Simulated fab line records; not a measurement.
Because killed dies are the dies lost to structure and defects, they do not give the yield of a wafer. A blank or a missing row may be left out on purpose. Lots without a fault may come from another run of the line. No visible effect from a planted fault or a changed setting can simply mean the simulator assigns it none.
Comparing a struck lot with a sound one	flow n5 finfet	16 steps out of a route of 1938
Sound: wafers L621.1, L621.3, L621.4. Struck: wafer L627.6 (left out: L627.4, a lot-mate that was not struck); the cause follows at the end.
For every step that has rows: the tool of each side, followed by ch and its chambers, followed by its first start. Under that, the readings that differ: sound wafers	struck wafers	difference of the means	sigmas: that difference in standard deviations of wafers without a fault.
alike: readings whose means differ by less than 2 such deviations, and words and numbers that are the same on both sides. not compared: withheld readings, readings that some wafer has no value for, bounds like >300 that may hide the same value, and numbers for which the record gives no deviation and whose values overlap.
Wherever a step has rows on one side only, a row that says differs or no value, or a row with sigmas, the two part there. When numbers do not overlap yet have no deviation, they are printed without sigmas and do not part them. A reading missing from all wafers of one side parts the sides only when that side holds two or more wafers.

first, 4 steps without rows for these wafers: N5_BEOL_M10_HM_STRIP_39 (strips TiN in peroxide tin strip, target depth 25 nm, time 158 s); N5_BEOL_M10_SRD_40 (time 30 s); N5_BEOL_M10_PRECLEAN_42 (cleans in residue remover, time 60 s); N5_BEOL_M10_SRD_43 (time 30 s).
N5_BEOL_M10_CD_MEAS_35: the cd target is 70 nm.
  sound on cd sem-02, day 10 16:22; struck on cd sem-01, day 12 09:55
reading	sound	struck	difference	sigmas
cd nm (nm)	70.1 70.6 70.0	71.8	+1.6	+2
then, 1 step without rows for these wafers: N5_BEOL_M10_CURE_72 (cures SiCOH lowk, time 120 s).
N5_BEOL_M10_DEGAS_44: time 60 s.
  sound on pvd sputter-02, day 10 17:04; struck on pvd sputter-03, day 12 12:26
  alike: heater power w
N5_BEOL_M10_PRE_CLEAN_45: time 30 s.
  sound on pvd sputter-02, day 10 17:07; struck on pvd sputter-03, day 12 12:29
  alike: heater power w
N5_BEOL_M10_ALD_74: deposits TaN, target thk 2 nm, pulse time 2 s, purge time 3 s.
  sound on ald metal-04 ch 0,1,2, day 10 17:13; struck on ald metal-01 ch 0, day 12 12:43
  alike: chamber pressure Torr, heater power w, precursor vessel temp c
then, 2 steps without rows for these wafers: N5_BEOL_M10_SURFACE_TREAT_76; N5_BEOL_M10_CVD_75 (deposits Co from CCTBA/H2, target thk 2 nm, time 138.9 s).
N5_BEOL_M10_SPUTTER_48: material Cu, target thk 12 nm, time 2 s.
  sound on pvd sputter-02, day 10 17:55; struck on pvd sputter-01, day 12 13:29
  alike: throttle valve pct
N5_BEOL_M10_ECD_50: material Cu, target thk 318 nm.
  sound on ecd cu-02 ch 0,1, day 10 18:02; struck on ecd cu-01 ch 0, day 12 13:38
reading	sound	struck	difference	sigmas
model.Cu_of_BEOL_M10_ECD_50.thk nm (nm)	310.6 315.8 315.6	591	+277	
N5_BEOL_M10_ANNEAL_51: time 90 s.
  sound on rtp anneal-01 ch 0, day 10 18:33; struck on rtp anneal-02 ch 0, day 12 13:53
  alike: anneal temp c, wafer_temp_C_max
N5_BEOL_M10_CMP_52: polishes, stops on SiCOH lowk, t overpolish 7 s, target thk 140 nm.
  sound on cmp-04 ch 0,1,3, day 10 18:50; struck on cmp-04 ch 3, day 12 14:04
reading	sound	struck	difference	sigmas
time to endpoint s (s)	64 64 66	124	+59	+20
  alike: clearing platen rpm, motor current A
N5_BEOL_M10_THK_MEAS_53: measures by xrf.
  sound on film metro-02, day 10 19:08; struck on film metro-02, day 12 14:22
  alike: M10_THK

WHERE THEY PART
Last at N5_BEOL_M10_CMP_52 as far as this record goes, first at N5_BEOL_M10_CD_MEAS_35. Later steps at which nothing parts them and some readings are alike: N5_BEOL_M10_THK_MEAS_53.

WHY: the cause the simulator had injected
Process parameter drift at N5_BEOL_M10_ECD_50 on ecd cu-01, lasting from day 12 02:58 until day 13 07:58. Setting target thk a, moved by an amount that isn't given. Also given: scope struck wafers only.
